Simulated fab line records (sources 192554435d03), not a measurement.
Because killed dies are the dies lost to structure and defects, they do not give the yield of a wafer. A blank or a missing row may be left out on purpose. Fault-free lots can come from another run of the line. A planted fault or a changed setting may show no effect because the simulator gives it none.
fab line records	flow n5-finfet
record lots=24	wafers=72	last-day=17
route steps=1938 shown BEOL_M3@1002 BEOL_M4@1056
lots untouched by any fault: they come from a run of this same line in which no faults occurred
start-h: start of the lot's first displayed wafer, in hours after the record's first day	wait-h: time in hours since the lot's previous step	" identical to the entry in the row above	L1.1+2: a row that stands for several wafers	- either no value or no given start	* or withheld: withheld	< > ~ a bound
route shown NAME@n: a module of which the file shows steps, and the number in the route of the first	usual: mean/standard deviation of fault-free wafers	same: alike in all rows	chamber/n: place in a boat	sites: the reading at each site	_std_site: standard deviation of those values	_edge_site: the outer-site mean with the inner-site mean subtracted	radius-mm: for every site, how far away it sits from the centre of the wafer	mask NAME#n: copy n	behind: the most recent tool/chamber to have shaped the wafer	hold: cause of the lot's hold/its duration in hours/its outcome	device: names the non-switching transistor (n, p or np)	end of line: tests of these same wafers at the route's end	for a step that has no rows: nothing shown but its recipe	killed: count of dies lost to structure and defects at first sort (not the wafer's yield)	map: a wafer's dies, marking killed ones x, the rest . and places with no die _
set.NAME: the setting that was run; set.NAME@STEP: the one run at that earlier step	model.NAME: the simulator's own value behind a step, which no gauge read
steps of the route over a sample of lots; a table a step, a row a wafer
services: from which hour (start-h, from the record's first day; less than 0 if before it) a tool's chamber was out of use, for how many hours, and why
## steps
# step N5_BEOL_M3_SPUTTER_88
# recipe material=Cu	target-thk-a=45	temp-c=-20	chamber-pressure-pa=0.07	power-w=withheld	time-s=8.29
# usual throttle-valve-pct=29.4/0.75
lot.wafer	tool	chamber	start-h	wait-h	throttle-valve-pct
L074.1	pvd-sputter-02	-	151.91	0.1	29.8
L074.5	"	-	"	"	29.2
L074.6	"	-	"	"	29.1
L075.1	pvd-sputter-02	-	166.21	0.1	29.0
L075.2	"	-	"	"	29.7
L075.4	"	-	"	"	28.9
L076.4	pvd-sputter-01	-	166.85	0.1	31.4
L076.5	"	-	"	"	28.0
L076.6	"	-	"	"	31.4
L077.1	pvd-sputter-02	-	168.05	0.1	29.0
L077.2	"	-	"	"	29.6
L077.6	"	-	"	"	29.3
L078.1	pvd-sputter-02	-	176.90	0.1	29.4
L078.4	"	-	"	"	29.9
L078.6	"	-	"	"	29.8
L079.4	pvd-sputter-01	-	183.43	0.1	29.5
L079.5	"	-	"	"	32.0
L079.6	"	-	"	"	29.5
L080.1	pvd-sputter-03	-	193.21	0.1	30.4
L080.3	"	-	"	"	29.0
L080.4	"	-	"	"	29.5
L082.2	pvd-sputter-02	-	197.96	0.1	29.0
L082.3	"	-	"	"	29.3
L082.6	"	-	"	"	29.5
L081.2	pvd-sputter-02	-	199.90	0.1	29.7
L081.4	"	-	"	"	29.8
L081.6	"	-	"	"	28.8
L083.1	pvd-sputter-02	-	203.44	0.1	29.8
L083.2	"	-	"	"	29.2
L083.6	"	-	"	"	29.6
L084.1	pvd-sputter-03	-	206.38	0.1	30.2
L084.2	"	-	"	"	29.1
L084.4	"	-	"	"	29.7
L085.1	pvd-sputter-03	-	217.46	0.1	29.3
L085.2	"	-	"	"	30.2
L085.4	"	-	"	"	29.2
L086.1	pvd-sputter-03	-	230.75	0.1	30.5
L086.3	"	-	"	"	29.2
L086.4	"	-	"	"	29.3
L088.1	pvd-sputter-03	-	232.75	0.1	29.2
L088.2	"	-	"	"	30.1
L088.3	"	-	"	"	29.4
L087.3	pvd-sputter-01	-	233.35	0.1	31.3
L087.5	"	-	"	"	28.6
L087.6	"	-	"	"	29.4
L089.1	pvd-sputter-01	-	249.12	0.1	29.7
L089.4	"	-	"	"	28.9
L089.6	"	-	"	"	28.8
L090.1	pvd-sputter-02	-	257.93	0.1	29.4
L090.2	"	-	"	"	29.1
L090.5	"	-	"	"	29.0
L091.3	pvd-sputter-01	-	258.80	0.1	31.7
L091.4	"	-	"	"	28.1
L091.6	"	-	"	"	31.4
L093.1	pvd-sputter-02	-	261.83	0.1	29.8
L093.4	"	-	"	"	29.2
L093.6	"	-	"	"	30.0
L092.1	pvd-sputter-03	-	262.05	0.1	30.3
L092.3	"	-	"	"	29.0
L092.6	"	-	"	"	29.5
L094.1	pvd-sputter-03	-	270.05	0.1	29.3
L094.2	"	-	"	"	29.5
L094.3	"	-	"	"	30.3
L095.2	pvd-sputter-03	-	273.83	0.1	29.7
L095.3	"	-	"	"	29.0
L095.6	"	-	"	"	29.4
L097.3	pvd-sputter-02	-	289.44	0.1	29.6
L097.4	"	-	"	"	29.2
L097.6	"	-	"	"	29.1
L096.1	pvd-sputter-01	-	291.08	0.1	31.5
L096.3	"	-	"	"	28.8
L096.5	"	-	"	"	27.6
# step N5_BEOL_M3_SPUTTER_94
# recipe material=Cu	target-thk-a=45	temp-c=-20	chamber-pressure-pa=0.07	power-w=withheld	time-s=8.29
# usual throttle-valve-pct=29.4/0.78
lot.wafer	tool	chamber	start-h	wait-h	throttle-valve-pct
L074.1	pvd-sputter-02	-	152.57	0.1	29.7
L074.5	"	-	"	"	29.4
L074.6	"	-	"	"	28.9
L075.1	pvd-sputter-02	-	166.87	0.1	28.8
L075.2	"	-	"	"	29.7
L075.4	"	-	"	"	29.1
L076.4	pvd-sputter-01	-	167.51	0.1	31.5
L076.5	"	-	"	"	28.1
L076.6	"	-	"	"	31.8
L077.1	pvd-sputter-02	-	168.71	0.1	29.0
L077.2	"	-	"	"	29.7
L077.6	"	-	"	"	29.6
L078.1	pvd-sputter-02	-	177.56	0.1	29.3
L078.4	"	-	"	"	30.0
L078.6	"	-	"	"	29.6
L079.4	pvd-sputter-01	-	184.09	0.1	29.3
L079.5	"	-	"	"	31.6
L079.6	"	-	"	"	29.3
L080.1	pvd-sputter-03	-	193.87	0.1	30.3
L080.3	"	-	"	"	28.8
L080.4	"	-	"	"	29.6
L082.2	pvd-sputter-02	-	198.62	0.1	28.9
L082.3	"	-	"	"	29.3
L082.6	"	-	"	"	29.7
L081.2	pvd-sputter-02	-	200.56	0.1	29.9
L081.4	"	-	"	"	30.0
L081.6	"	-	"	"	29.2
L083.1	pvd-sputter-02	-	204.10	0.1	29.9
L083.2	"	-	"	"	28.6
L083.6	"	-	"	"	29.6
L084.1	pvd-sputter-03	-	207.04	0.1	30.3
L084.2	"	-	"	"	29.3
L084.4	"	-	"	"	29.4
L085.1	pvd-sputter-03	-	218.12	0.1	29.7
L085.2	"	-	"	"	30.2
L085.4	"	-	"	"	29.1
L086.1	pvd-sputter-03	-	231.41	0.1	30.3
L086.3	"	-	"	"	29.2
L086.4	"	-	"	"	29.0
L088.1	pvd-sputter-03	-	233.41	0.1	29.1
L088.2	"	-	"	"	30.5
L088.3	"	-	"	"	29.6
L087.3	pvd-sputter-01	-	234.01	0.1	31.4
L087.5	"	-	"	"	28.7
L087.6	"	-	"	"	29.5
L089.1	pvd-sputter-01	-	249.78	0.1	29.7
L089.4	"	-	"	"	28.8
L089.6	"	-	"	"	28.7
L090.1	pvd-sputter-02	-	258.59	0.1	29.3
L090.2	"	-	"	"	29.0
L090.5	"	-	"	"	28.8
L091.3	pvd-sputter-01	-	259.46	0.1	31.9
L091.4	"	-	"	"	28.2
L091.6	"	-	"	"	31.8
L093.1	pvd-sputter-02	-	262.49	0.1	29.7
L093.4	"	-	"	"	29.1
L093.6	"	-	"	"	29.7
L092.1	pvd-sputter-03	-	262.71	0.1	30.2
L092.3	"	-	"	"	29.2
L092.6	"	-	"	"	29.4
L094.1	pvd-sputter-03	-	270.71	0.1	29.1
L094.2	"	-	"	"	29.6
L094.3	"	-	"	"	30.3
L095.2	pvd-sputter-03	-	274.49	0.1	29.6
L095.3	"	-	"	"	29.0
L095.6	"	-	"	"	29.3
L097.3	pvd-sputter-02	-	290.10	0.1	29.8
L097.4	"	-	"	"	28.8
L097.6	"	-	"	"	28.9
L096.1	pvd-sputter-01	-	291.74	0.1	31.5
L096.3	"	-	"	"	28.7
L096.5	"	-	"	"	28.0
# step N5_BEOL_M3_RS_MEAS_58
# recipe thk-meas-gauge=four-point-probe	reads=Co_of_BEOL_M3_CO_CAP_55+Cu_of_BEOL_M3_ECD_50+Co_of_BEOL_M3_CVD_47+TaN_of_BEOL_M3_ALD_84
# usual M3_RS=0.658/0.03
lot.wafer	tool	chamber	start-h	wait-h	M3_RS[ohm/sq]
L074.1	film-metro-02	-	153.84	0.0	0.686
L074.5	"	-	"	"	0.660
L074.6	"	-	"	"	0.660
L075.1	film-metro-01	-	168.17	0.1	0.647
L075.2	"	-	"	"	0.656
L075.4	"	-	"	"	0.624
L076.4	film-metro-02	-	168.78	0.0	0.640
L076.5	"	-	"	"	0.618
L076.6	"	-	"	"	0.623
L077.1	film-metro-01	-	170.04	0.0	0.668
L077.2	"	-	"	"	0.659
L077.6	"	-	"	"	0.636
L078.1	film-metro-01	-	178.83	0.0	0.662
L078.4	"	-	"	"	0.697
L078.6	"	-	"	"	0.643
L079.4	film-metro-01	-	185.37	0.0	0.616
L079.5	"	-	"	"	0.604
L079.6	"	-	"	"	0.633
L080.1	film-metro-01	-	195.23	0.0	0.735
L080.3	"	-	"	"	0.681
L080.4	"	-	"	"	0.696
L082.2	film-metro-01	-	199.89	0.1	0.658
L082.3	"	-	"	"	0.682
L082.6	"	-	"	"	0.640
L081.2	film-metro-02	-	202.25	0.1	0.628
L081.4	"	-	"	"	0.694
L081.6	"	-	"	"	0.645
L083.1	film-metro-01	-	205.40	0.1	0.666
L083.2	"	-	"	"	0.608
L083.6	"	-	"	"	0.604
L084.1	film-metro-02	-	208.31	0.0	0.695
L084.2	"	-	"	"	0.695
L084.4	"	-	"	"	0.622
L085.1	film-metro-02	-	219.42	0.1	0.636
L085.2	"	-	"	"	0.654
L085.4	"	-	"	"	0.626
L086.1	film-metro-01	-	232.94	0.0	0.690
L086.3	"	-	"	"	0.653
L086.4	"	-	"	"	0.650
L088.1	film-metro-02	-	234.77	0.0	0.723
L088.2	"	-	"	"	0.678
L088.3	"	-	"	"	0.643
L087.3	film-metro-02	-	235.28	0.1	0.619
L087.5	"	-	"	"	0.624
L087.6	"	-	"	"	0.622
L089.1	film-metro-02	-	251.06	0.0	0.685
L089.4	"	-	"	"	0.632
L089.6	"	-	"	"	0.628
L090.1	film-metro-01	-	259.87	0.0	0.662
L090.2	"	-	"	"	0.700
L090.5	"	-	"	"	0.640
L091.3	film-metro-01	-	261.04	0.1	0.693
L091.4	"	-	"	"	0.634
L091.6	"	-	"	"	0.615
L093.1	film-metro-02	-	265.00	0.0	0.706
L093.4	"	-	"	"	0.659
L093.6	"	-	"	"	0.681
L092.1	film-metro-01	-	265.11	0.0	0.703
L092.3	"	-	"	"	0.726
L092.6	"	-	"	"	0.660
L094.1	film-metro-02	-	272.35	0.0	0.666
L094.2	"	-	"	"	0.696
L094.3	"	-	"	"	0.672
L095.2	film-metro-02	-	276.03	0.1	0.689
L095.3	"	-	"	"	0.655
L095.6	"	-	"	"	0.630
L097.3	film-metro-01	-	291.50	0.1	0.691
L097.4	"	-	"	"	0.684
L097.6	"	-	"	"	0.644
L096.1	film-metro-01	-	293.62	0.0	0.660
L096.3	"	-	"	"	0.700
L096.5	"	-	"	"	0.636
# step N5_BEOL_M4_CD_MEAS_28
# recipe target-cd-nm=26.2	landing-energy-ev=500	detector=se-inlens	target-cd-y-nm=24.1	polarity=opening
# usual cd-nm=26.20/0.2
lot.wafer	tool	chamber	start-h	wait-h	cd-nm
L074.1	cd-sem-01	0	156.13	-	26.08
L074.5	"	0	"	"	26.10
L074.6	"	0	"	"	26.31
L075.1	cd-sem-02	0	171.00	-	26.29
L075.2	"	0	"	"	26.02
L075.4	"	0	"	"	26.41
L076.4	cd-sem-02	0	173.75	-	26.67
L076.5	"	0	"	"	26.13
L076.6	"	0	"	"	26.13
L077.1	cd-sem-02	0	173.88	-	26.62
L077.2	"	0	"	"	26.28
L077.6	"	0	"	"	26.25
L078.1	cd-sem-02	0	180.90	-	26.36
L078.4	"	0	"	"	26.19
L078.6	"	0	"	"	26.34
L079.4	cd-sem-01	0	187.65	-	26.21
L079.5	"	0	"	"	26.16
L079.6	"	0	"	"	26.27
L080.1	cd-sem-03	0	197.70	-	26.09
L080.3	"	0	"	"	26.23
L080.4	"	0	"	"	25.77
L082.2	cd-sem-03	0	202.40	-	26.02
L082.3	"	0	"	"	25.95
L082.6	"	0	"	"	25.80
L081.2	cd-sem-03	0	205.31	-	26.45
L081.4	"	0	"	"	25.96
L081.6	"	0	"	"	26.34
L083.1	cd-sem-01	0	208.94	-	26.19
L083.2	"	0	"	"	26.20
L083.6	"	0	"	"	26.45
L084.1	cd-sem-03	0	210.43	-	26.50
L084.2	"	0	"	"	26.35
L084.4	"	0	"	"	26.16
L085.1	cd-sem-03	0	221.76	-	26.69
L085.2	"	0	"	"	26.16
L085.4	"	0	"	"	25.90
L086.1	cd-sem-02	0	235.66	-	26.22
L086.3	"	0	"	"	26.17
L086.4	"	0	"	"	26.06
L088.1	cd-sem-01	0	237.47	-	26.30
L088.2	"	0	"	"	26.06
L088.3	"	0	"	"	26.05
L087.3	cd-sem-03	0	237.53	-	26.25
L087.5	"	0	"	"	25.86
L087.6	"	0	"	"	25.77
L089.1	cd-sem-02	0	255.84	-	25.98
L089.4	"	0	"	"	25.95
L089.6	"	0	"	"	26.29
L090.1	cd-sem-03	0	261.76	-	26.40
L090.2	"	0	"	"	26.38
L090.5	"	0	"	"	26.30
L091.3	cd-sem-01	0	264.77	-	26.51
L091.4	"	0	"	"	25.87
L091.6	"	0	"	"	26.36
L093.1	cd-sem-01	0	268.22	-	26.21
L093.4	"	0	"	"	26.23
L093.6	"	0	"	"	26.36
L092.1	cd-sem-03	0	269.10	-	25.96
L092.3	"	0	"	"	26.41
L092.6	"	0	"	"	25.97
L094.1	cd-sem-03	0	276.79	-	26.10
L094.2	"	0	"	"	26.30
L094.3	"	0	"	"	26.09
L095.2	cd-sem-02	0	279.19	-	26.06
L095.3	"	0	"	"	25.99
L095.6	"	0	"	"	26.11
L097.3	cd-sem-01	0	293.84	-	26.06
L097.4	"	0	"	"	26.31
L097.6	"	0	"	"	26.18
L096.1	cd-sem-02	0	295.49	-	26.35
L096.3	"	0	"	"	26.41
L096.5	"	0	"	"	26.23
# step N5_BEOL_M4_ETCHBACK_99
# recipe chemistry=CHF3	target=SiO2	target-depth-a=50	time-s=10.4	source-w=215	bias-w=47	Ar_flow_sccm=200	CHF3_flow_sccm=12	ion-energy-ev=100	pressure-mtorr=30
# usual drypump-motor-current-A=5.5/0.42	oes-product-au=0.81/0.083	rf-vpp-V=241/3.1	showerhead-plenum-p-Torr=2.16/0.064	throttle-valve-pct=17.17/0.26
lot.wafer	tool	chamber	start-h	wait-h	drypump-motor-current-A	oes-product-au	rf-hours-counter-h	rf-vpp-V	showerhead-plenum-p-Torr	throttle-valve-pct
L074.1	rie-diel-01	1	158.55	1.8	6.1	0.79	109	237	2.08	17.28
L074.5	"	3	"	"	6.2	0.83	-	242	2.26	17.38
L074.6	"	2	"	"	5.6	0.92	-	247	2.28	16.56
L075.1	rie-diel-04	0	173.73	2.4	5.5	0.91	32	246	2.20	17.15
L075.2	"	3	"	"	5.4	0.82	87	239	2.18	17.14
L075.4	"	2	"	"	5.6	0.92	17	238	2.19	17.17
L076.4	rie-diel-04	2	174.43	0.4	5.6	0.91	17	238	2.19	17.16
L076.5	"	2	"	"	5.6	0.92	-	238	2.19	17.18
L076.6	"	3	"	"	5.4	0.81	-	238	2.18	17.13
L077.1	rie-diel-01	1	178.44	4.2	6.0	0.78	116	237	2.07	17.30
L077.2	"	0	"	"	5.9	0.98	10	242	2.20	16.85
L077.6	"	1	"	"	6.1	0.77	-	240	2.08	17.31
L078.1	rie-diel-02	2	184.53	1.0	5.0	0.72	182	237	2.06	17.43
L078.4	"	2	"	"	5.0	0.72	-	237	2.06	17.45
L078.6	"	1	"	"	5.4	0.91	-	244	2.11	16.81
L079.4	rie-diel-02	0	190.67	0.9	5.6	0.75	179	239	2.15	17.40
L079.5	"	3	"	"	4.9	0.73	-	244	2.15	17.14
L079.6	"	2	"	"	5.0	0.71	-	237	2.06	17.44
L080.1	rie-diel-04	0	200.18	2.1	5.5	0.89	42	246	2.19	17.15
L080.3	"	2	"	"	5.6	0.90	26	239	2.18	17.18
L080.4	"	1	"	"	4.7	0.68	238	240	2.12	17.36
L082.2	rie-diel-01	1	208.91	6.2	6.0	0.76	127	238	2.07	17.34
L082.3	"	2	"	"	5.6	0.89	38	246	2.27	16.59
L082.6	"	2	"	"	5.6	0.89	-	245	2.27	16.61
L081.2	rie-diel-04	1	209.04	3.2	4.8	0.67	241	241	2.12	17.36
L081.4	"	3	"	"	5.4	0.80	99	239	2.17	17.17
L081.6	"	1	"	"	4.7	0.68	-	241	2.12	17.36
L083.1	rie-diel-04	0	210.63	1.1	5.5	0.89	44	244	2.19	17.17
L083.2	"	2	"	"	5.6	0.90	30	241	2.18	17.18
L083.6	"	1	"	"	4.7	0.68	-	242	2.12	17.37
L084.1	rie-diel-02	2	214.74	4.0	5.0	0.71	192	237	2.06	17.47
L084.2	"	0	"	"	5.6	0.74	187	238	2.14	17.41
L084.4	"	3	"	"	4.9	0.73	173	243	2.15	17.14
L085.1	rie-diel-04	3	229.53	7.1	5.4	0.79	105	238	2.17	17.16
L085.2	"	2	"	"	5.6	0.88	37	239	2.18	17.21
L085.4	"	0	"	"	5.5	0.87	-	245	2.19	17.20
L086.1	rie-diel-01	0	236.22	0.3	5.9	0.93	30	242	2.20	16.87
L086.3	"	1	"	"	6.1	0.75	137	239	2.07	17.34
L086.4	"	3	"	"	6.2	0.80	118	243	2.25	17.42
L088.1	rie-diel-02	1	238.85	1.0	5.4	0.88	35	243	2.10	16.87
L088.2	"	3	"	"	4.9	0.73	181	246	2.15	17.14
L088.3	"	2	"	"	5.0	0.70	199	236	2.05	17.47
L087.3	rie-diel-04	0	238.99	1.0	5.5	0.87	56	245	2.19	17.22
L087.5	"	2	"	"	5.6	0.87	-	239	2.18	17.22
L087.6	"	0	"	"	5.5	0.88	-	245	2.19	17.20
L089.1	rie-diel-01	2	258.86	2.7	5.6	0.86	56	247	2.27	16.66
L089.4	"	3	"	"	6.2	0.78	127	242	2.25	17.45
L089.6	"	3	"	"	6.2	0.78	-	244	2.25	17.45
L090.1	rie-diel-02	2	262.45	0.4	5.0	0.70	207	237	2.05	17.48
L090.2	"	3	"	"	4.9	0.72	189	243	2.14	17.16
L090.5	"	0	"	"	5.6	0.73	-	238	2.14	17.44
L091.3	rie-diel-02	3	266.09	1.0	4.9	0.72	190	244	2.14	17.16
L091.4	"	0	"	"	5.6	0.72	204	237	2.14	17.44
L091.6	"	1	"	"	5.3	0.86	-	244	2.10	16.87
L093.1	rie-diel-01	1	269.11	0.1	6.1	0.75	151	239	2.06	17.36
L093.4	"	0	"	"	5.9	0.90	44	242	2.19	16.91
L093.6	"	3	"	"	6.2	0.78	-	243	2.24	17.47
L092.1	rie-diel-02	1	271.05	1.6	5.3	0.86	45	242	2.10	16.88
L092.3	"	3	"	"	4.9	0.72	192	245	2.14	17.17
L092.6	"	1	"	"	5.4	0.85	-	243	2.10	16.87
L094.1	rie-diel-04	3	282.87	4.3	5.4	0.78	127	237	2.16	17.22
L094.2	"	0	"	"	5.5	0.85	74	245	2.18	17.24
L094.3	"	2	"	"	5.6	0.84	58	239	2.17	17.25
L095.2	rie-diel-02	3	286.93	7.4	4.9	0.71	197	244	2.14	17.19
L095.3	"	1	"	"	5.4	0.86	50	243	2.10	16.88
L095.6	"	0	"	"	5.6	0.73	-	237	2.13	17.46
L097.3	rie-diel-01	3	298.63	3.9	6.2	0.78	141	242	2.24	17.46
L097.4	"	1	"	"	6.0	0.73	165	238	2.06	17.39
L097.6	"	3	"	"	6.2	0.78	-	243	2.24	17.45
L096.1	rie-diel-02	3	298.86	3.1	4.9	0.72	201	244	2.14	17.18
L096.3	"	0	"	"	5.6	0.72	215	237	2.13	17.47
L096.5	"	3	"	"	4.9	0.71	-	244	2.14	17.18
# step N5_BEOL_M4_PRE_CLEAN_45
# recipe gas=H2/He	time-s=30	temp-c=250
# usual heater-power-w=313/16
lot.wafer	tool	chamber	start-h	wait-h	heater-power-w
L074.1	pvd-sputter-01	-	159.98	0.0	307
L074.5	"	-	"	"	318
L074.6	"	-	"	"	327
L075.1	pvd-sputter-01	-	174.55	0.0	308
L075.2	"	-	"	"	318
L075.4	"	-	"	"	323
L076.4	pvd-sputter-02	-	175.08	0.0	298
L076.5	"	-	"	"	327
L076.6	"	-	"	"	323
L077.1	pvd-sputter-03	-	179.50	0.0	311
L077.2	"	-	"	"	301
L077.6	"	-	"	"	301
L078.1	pvd-sputter-03	-	185.65	0.0	318
L078.4	"	-	"	"	309
L078.6	"	-	"	"	315
L079.4	pvd-sputter-02	-	191.64	0.0	331
L079.5	"	-	"	"	333
L079.6	"	-	"	"	301
L080.1	pvd-sputter-03	-	201.26	0.0	303
L080.3	"	-	"	"	335
L080.4	"	-	"	"	301
L082.2	pvd-sputter-01	-	210.13	0.0	315
L082.3	"	-	"	"	322
L082.6	"	-	"	"	316
L081.2	pvd-sputter-01	-	210.21	0.0	319
L081.4	"	-	"	"	319
L081.6	"	-	"	"	322
L083.1	pvd-sputter-01	-	212.74	0.0	321
L083.2	"	-	"	"	315
L083.6	"	-	"	"	309
L084.1	pvd-sputter-01	-	215.62	0.0	303
L084.2	"	-	"	"	319
L084.4	"	-	"	"	316
L085.1	pvd-sputter-01	-	231.07	0.0	306
L085.2	"	-	"	"	314
L085.4	"	-	"	"	322
L086.1	pvd-sputter-03	-	236.99	0.0	307
L086.3	"	-	"	"	318
L086.4	"	-	"	"	301
L088.1	pvd-sputter-03	-	239.91	0.0	311
L088.2	"	-	"	"	315
L088.3	"	-	"	"	317
L087.3	pvd-sputter-01	-	240.33	0.0	319
L087.5	"	-	"	"	317
L087.6	"	-	"	"	328
L089.1	pvd-sputter-02	-	259.75	0.0	333
L089.4	"	-	"	"	325
L089.6	"	-	"	"	273
L090.1	pvd-sputter-02	-	263.23	0.0	335
L090.2	"	-	"	"	325
L090.5	"	-	"	"	331
L091.3	pvd-sputter-03	-	268.05	0.0	340
L091.4	"	-	"	"	311
L091.6	"	-	"	"	310
L093.1	pvd-sputter-02	-	269.77	0.0	324
L093.4	"	-	"	"	275
L093.6	"	-	"	"	324
L092.1	pvd-sputter-03	-	272.23	0.0	311
L092.3	"	-	"	"	341
L092.6	"	-	"	"	302
L094.1	pvd-sputter-02	-	284.32	0.0	278
L094.2	"	-	"	"	330
L094.3	"	-	"	"	327
L095.2	pvd-sputter-01	-	287.79	0.0	311
L095.3	"	-	"	"	324
L095.6	"	-	"	"	314
L097.3	pvd-sputter-03	-	299.51	0.0	313
L097.4	"	-	"	"	300
L097.6	"	-	"	"	310
L096.1	pvd-sputter-02	-	299.79	0.0	289
L096.3	"	-	"	"	337
L096.5	"	-	"	"	300
## services
tool	chamber	start-h	hours	kind
rie-diel-02	0	180.49	4.4	repair
rie-diel-02	-	220.78	2.3	repair
rie-diel-04	1	229.53	-	clean
rie-diel-04	1	229.53	-	consumable-replace:focus-ring
rie-diel-04	1	229.53	26.2	scheduled-down
rie-diel-04	1	229.53	26.2	vent-cycle
rie-diel-01	3	270.15	5.9	repair
rie-diel-01	2	285.76	10.5	repair
## key
fault none
